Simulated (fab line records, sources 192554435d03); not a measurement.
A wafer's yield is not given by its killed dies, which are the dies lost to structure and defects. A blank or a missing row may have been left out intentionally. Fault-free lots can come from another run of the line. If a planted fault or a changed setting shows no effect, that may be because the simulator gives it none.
Split-lot study :: flow n5_finfet :: route with 1938 steps; 7 lots, 21 wafers read

== THE SPLIT ==
At N5_BEOL_M0_SAQP_PECVD_03 (deposits SiCN from 3MS/NH3, target thk 12 nm, time 21.1 s), the setting time_s was moved away from the recipe's 21.1 s on 6 of the 21 wafers read, by -6.9% to +13.0%. For the rest of the wafers, this setting stayed at what the recipe calls for.

== FROM THE SPLIT TO THE READING: what the file shows between them, 5 steps ==
- N5_BEOL_M0_SAQP_PECVD_96: deposits a-Si from SiH4/He, target thk 45 nm, time 45.2 s
- N5_BEOL_M0_SAQP_PECVD_97: deposits SiNx from SiH4/NH3/N2, target thk 23 nm, time 19.9 s
- N5_BEOL_M0_SAQP_ETCH_101: etches SiNx in CH3F/O2, target depth 29.9 nm, time 42.7 s
- N5_BEOL_M0_SAQP_ETCH_102: etches SiO2 in CF4, target depth 4 nm, time 4.4 s
- N5_BEOL_M0_SAQP_MANDREL_ETCH_103: etches a-Si in HBr/Cl2, stops on SiCN, target depth 45 nm, bt time 10 s, time 27 s

== THE READING ==
SiCN_of_BEOL_M0_SAQP_PECVD_03.thk_nm (the simulator's own value, which no gauge read), in nm, at N5_BEOL_M0_SAQP_RECESS_104 (chemistry HF/NH3, target SiO2, target depth 18 nm, afs cycles 3, sublimation time 60 s). The file does not state a usual value for it. The 15 wafers here that ran the recipe average 8.5 nm, standard deviation 0.24 nm.

wafer: L075.1
tool, chamber at the split: pecvd-01, 2
time_s as run, s: 21.1
against the recipe: recipe
SiCN_of_BEOL_M0_SAQP_PECVD_03.thk_nm, nm: 8
against lot-mates on the recipe: -

wafer: L075.2
tool, chamber at the split: pecvd-01, 0
time_s as run, s: 23.84
against the recipe: +13.0%
SiCN_of_BEOL_M0_SAQP_PECVD_03.thk_nm, nm: 9.8
against lot-mates on the recipe: +1.7

wafer: L075.6
tool, chamber at the split: pecvd-01, 2
time_s as run, s: 21.1
against the recipe: recipe
SiCN_of_BEOL_M0_SAQP_PECVD_03.thk_nm, nm: 8.2
against lot-mates on the recipe: -

wafer: L083.1
tool, chamber at the split: pecvd-01, 2,0
time_s as run, s: 21.1
against the recipe: recipe
SiCN_of_BEOL_M0_SAQP_PECVD_03.thk_nm, nm: 8.4
against lot-mates on the recipe: -

wafer: L083.3
tool, chamber at the split: pecvd-01, 2,0
time_s as run, s: 21.1
against the recipe: recipe
SiCN_of_BEOL_M0_SAQP_PECVD_03.thk_nm, nm: 8.2
against lot-mates on the recipe: -

wafer: L083.5
tool, chamber at the split: pecvd-01, 1
time_s as run, s: 21.1
against the recipe: recipe
SiCN_of_BEOL_M0_SAQP_PECVD_03.thk_nm, nm: 8.8
against lot-mates on the recipe: -

wafer: L091.1
tool, chamber at the split: pecvd-01, 1,0
time_s as run, s: 21.1
against the recipe: recipe
SiCN_of_BEOL_M0_SAQP_PECVD_03.thk_nm, nm: 8.6
against lot-mates on the recipe: -

wafer: L091.2
tool, chamber at the split: pecvd-01, 1,0
time_s as run, s: 21.1
against the recipe: recipe
SiCN_of_BEOL_M0_SAQP_PECVD_03.thk_nm, nm: 8.4
against lot-mates on the recipe: -

wafer: L091.3
tool, chamber at the split: pecvd-01, 2
time_s as run, s: 21.1
against the recipe: recipe
SiCN_of_BEOL_M0_SAQP_PECVD_03.thk_nm, nm: 8.4
against lot-mates on the recipe: -

wafer: L092.1
tool, chamber at the split: pecvd-03, 2
time_s as run, s: 21.1
against the recipe: recipe
SiCN_of_BEOL_M0_SAQP_PECVD_03.thk_nm, nm: 8.4
against lot-mates on the recipe: -

wafer: L092.3
tool, chamber at the split: pecvd-03, 2
time_s as run, s: 21.1
against the recipe: recipe
SiCN_of_BEOL_M0_SAQP_PECVD_03.thk_nm, nm: 8.6
against lot-mates on the recipe: -

wafer: L092.4
tool, chamber at the split: pecvd-03, 1
time_s as run, s: 23.57
against the recipe: +11.7%
SiCN_of_BEOL_M0_SAQP_PECVD_03.thk_nm, nm: 9.8
against lot-mates on the recipe: +1.3

wafer: L095.3
tool, chamber at the split: pecvd-04, 0
time_s as run, s: 19.84
against the recipe: -6.0%
SiCN_of_BEOL_M0_SAQP_PECVD_03.thk_nm, nm: 7.6
against lot-mates on the recipe: -0.8

wafer: L095.4
tool, chamber at the split: pecvd-04, 1
time_s as run, s: 19.84
against the recipe: -6.0%
SiCN_of_BEOL_M0_SAQP_PECVD_03.thk_nm, nm: 8
against lot-mates on the recipe: -0.4

wafer: L095.5
tool, chamber at the split: pecvd-04, 0
time_s as run, s: 21.1
against the recipe: recipe
SiCN_of_BEOL_M0_SAQP_PECVD_03.thk_nm, nm: 8.4
against lot-mates on the recipe: -

wafer: L096.1
tool, chamber at the split: pecvd-03, 0,1,1
time_s as run, s: 21.1
against the recipe: recipe
SiCN_of_BEOL_M0_SAQP_PECVD_03.thk_nm, nm: 8.8
against lot-mates on the recipe: -

wafer: L096.4
tool, chamber at the split: pecvd-03, 0,1,1
time_s as run, s: 21.1
against the recipe: recipe
SiCN_of_BEOL_M0_SAQP_PECVD_03.thk_nm, nm: 8.8
against lot-mates on the recipe: -

wafer: L096.5
tool, chamber at the split: pecvd-03, 0,1,1
time_s as run, s: 21.1
against the recipe: recipe
SiCN_of_BEOL_M0_SAQP_PECVD_03.thk_nm, nm: 8.8
against lot-mates on the recipe: -

wafer: L097.1
tool, chamber at the split: pecvd-03, 1,2
time_s as run, s: 19.64
against the recipe: -6.9%
SiCN_of_BEOL_M0_SAQP_PECVD_03.thk_nm, nm: 7.8
against lot-mates on the recipe: -0.8

wafer: L097.4
tool, chamber at the split: pecvd-03, 1,2
time_s as run, s: 19.64
against the recipe: -6.9%
SiCN_of_BEOL_M0_SAQP_PECVD_03.thk_nm, nm: 7.8
against lot-mates on the recipe: -0.8

wafer: L097.6
tool, chamber at the split: pecvd-03, 0
time_s as run, s: 21.1
against the recipe: recipe
SiCN_of_BEOL_M0_SAQP_PECVD_03.thk_nm, nm: 8.6
against lot-mates on the recipe: -
If several chambers appear in one row, that row covers several wafers at once and the file leaves open which wafer was in which chamber.

FIT RESULTS
A straight line over all 21 wafers: SiCN_of_BEOL_M0_SAQP_PECVD_03.thk_nm changes by +0.106 nm for each +1% of time_s; r = +0.92; the points scatter about the line by 0.23 nm.
The same after taking each lot's own level away (the mean of its wafers on the recipe; 21 wafers): +0.118 nm for each +1%; r = +0.97; scatter 0.14 nm.
The reading moves by 1.5 nm for the largest change in time_s, on that fit.
The span of the lots' own levels, 8.10 to 8.80 nm, comes to 2.9 times the standard deviation stated above.
Consequently the slope shifts little with the lot-to-lot level, the two slopes agreeing.
Check: with one of the wafers moved furthest among these (+13.0%) left out of the fit, the line predicts +1.43 nm for it against its lot-mates. It came out at +1.7 nm against them.

== THE WHOLE CHAIN: every reading that the file lists as answering this split, in the file's order ==
step: N5_BEOL_M0_SAQP_PECVD_03
what it does: deposits SiCN from 3MS/NH3, target thk 12 nm, time 21.1 s
reading: SiCN_of_BEOL_M0_SAQP_PECVD_03.thk_nm (the simulator's own value, which no gauge read)
change (the file's fit): +0.114 nm for each +1% of the setting
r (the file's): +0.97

step: N5_BEOL_M0_SAQP_MANDREL_ETCH_103
what it does: etches a-Si in HBr/Cl2, stops on SiCN, target depth 45 nm, bt time 10 s, time 27 s
reading: SiCN_of_BEOL_M0_SAQP_PECVD_03.thk_nm (the simulator's own value, which no gauge read)
change (the file's fit): +0.127 nm for each +1% of the setting
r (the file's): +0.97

step: N5_BEOL_M0_SAQP_RECESS_104
what it does: chemistry HF/NH3, target SiO2, target depth 18 nm, afs cycles 3, sublimation time 60 s
reading: SiCN_of_BEOL_M0_SAQP_PECVD_03.thk_nm (the simulator's own value, which no gauge read)
change (the file's fit): +0.119 nm for each +1% of the setting
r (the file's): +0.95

== THE FILE'S OWN FIT ==
SiCN_of_BEOL_M0_SAQP_PECVD_03.thk_nm changes by +0.119 nm for each +1% of time_s, r = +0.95.
